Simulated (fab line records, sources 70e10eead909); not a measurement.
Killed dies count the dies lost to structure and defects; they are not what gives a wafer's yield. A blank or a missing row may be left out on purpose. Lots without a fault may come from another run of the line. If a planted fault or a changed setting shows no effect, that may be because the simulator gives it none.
A single fault, viewed from 3 desks :: flow nand_harc :: each desk has only its own numbers; what lay behind them comes last

METROLOGY DESK
Means of the sampled wafers that have a number, per lot and without regard to the tool the lot ran on: this is what the gauges read. A lot is out of limits, marked OUT, if its mean lies more than 4 standard deviations from the usual mean; the brackets give that distance.
Columns: A = thk_nm at NHARC_A_ONON_D1_THK_MEAS_11, usual 1000 nm
lot: L507
first seen here: day 7 19:39
A: 1001

lot: L509
first seen here: day 8 18:25
A: 1002

lot: L510
first seen here: day 8 18:27
A: 999

lot: L511
first seen here: day 9 13:13
A: 1006

lot: L512
first seen here: day 9 18:23
A: 989

lot: L513
first seen here: day 10 09:11
A: 1009

lot: L522
first seen here: day 13 21:38
A: 1358 (+30) OUT

lot: L523
first seen here: day 14 16:21
A: 1472 (+39) OUT

lot: L524
first seen here: day 14 23:35
A: 1348 (+29) OUT

lot: L526
first seen here: day 15 14:38
A: 997

lot: L527
first seen here: day 16 07:24
A: 1003

lot: L529
first seen here: day 16 22:10
A: 985

lot: L530
first seen here: day 17 18:16
A: 981
This desk's finding: out of limits on L522, L523, L524; first on L522, day 13 21:38 (thk_nm at NHARC_A_ONON_D1_THK_MEAS_11). L507, L509, L510, L511, L512, L513, L526, L527, L529, L530 stayed within limits.

AT THE TOOL OWNER'S DESK: pecvd_onon-03
The tool's own readings at NHARC_A_ONON_D1_DEP_09 (target thk 1000 nm): means of the sampled wafers that have a number, for each lot that ran on this tool. A lot is out of limits, marked OUT, if its mean lies more than 4 standard deviations from the usual mean; the brackets give that distance.
Columns: A = n2_flow_sccm at NHARC_A_ONON_D1_DEP_09, usual 2747 sccm
lot: L507
first seen here: day 7 19:12
A: 2749

lot: L509
first seen here: day 8 17:58
A: 2754

lot: L511
first seen here: day 9 12:52
A: 2751

lot: L522
first seen here: day 13 21:11
A: 2758

lot: L523
first seen here: day 14 15:51
A: 2753

lot: L524
first seen here: day 14 23:10
A: 2735
This desk's finding: nothing out of limits on any of the 6 lots.

THE DEFECT DESK
For each lot, the counts of the inspections along the route, averaged over the sampled wafers that have a number. A lot is out of limits, marked OUT, if its mean lies more than 4 standard deviations from the usual mean; the brackets give that distance.
Columns: A = raw_defect_count at NHARC_A_SOURCE_PLATE_INSPECT_08, usual 57
lot: L507
first seen here: day 7 17:23
A: 53

lot: L509
first seen here: day 8 16:09
A: 72

lot: L510
first seen here: day 8 16:09
A: 33

lot: L511
first seen here: day 9 10:56
A: 48

lot: L512
first seen here: day 9 16:06
A: 57

lot: L513
first seen here: day 10 06:53
A: 109

lot: L522
first seen here: day 13 19:21
A: 36

lot: L523
first seen here: day 14 14:04
A: 45

lot: L524
first seen here: day 14 21:17
A: 30

lot: L526
first seen here: day 15 12:21
A: 46

lot: L527
first seen here: day 16 05:08
A: 50

lot: L529
first seen here: day 16 19:53
A: 68

lot: L530
first seen here: day 17 16:00
A: 110
This desk's finding: nothing out of limits on any of the 13 lots.

ALL TOGETHER
An alarm was possible from the metrology desk at day 13 21:38, on L522, L523, L524.
Nothing out of limits was seen by the tool owner's desk.
The defect desk saw nothing out of limits.
Tool owner's desk: L522, L523, L524 on record, inside its limits.
The defect desk has L522, L523, L524 on record, within its limits.
Of the lots named, all ran NHARC_A_ONON_D1_DEP_09 on pecvd_onon-03.

WHAT THE SIMULATOR HAD INSERTED
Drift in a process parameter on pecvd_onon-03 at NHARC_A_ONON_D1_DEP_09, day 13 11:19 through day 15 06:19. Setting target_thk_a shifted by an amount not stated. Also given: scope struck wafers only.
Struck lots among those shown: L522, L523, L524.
Per desk, hours elapsed from the start of the fault to the first reading out of limits: for the metrology desk, 10.
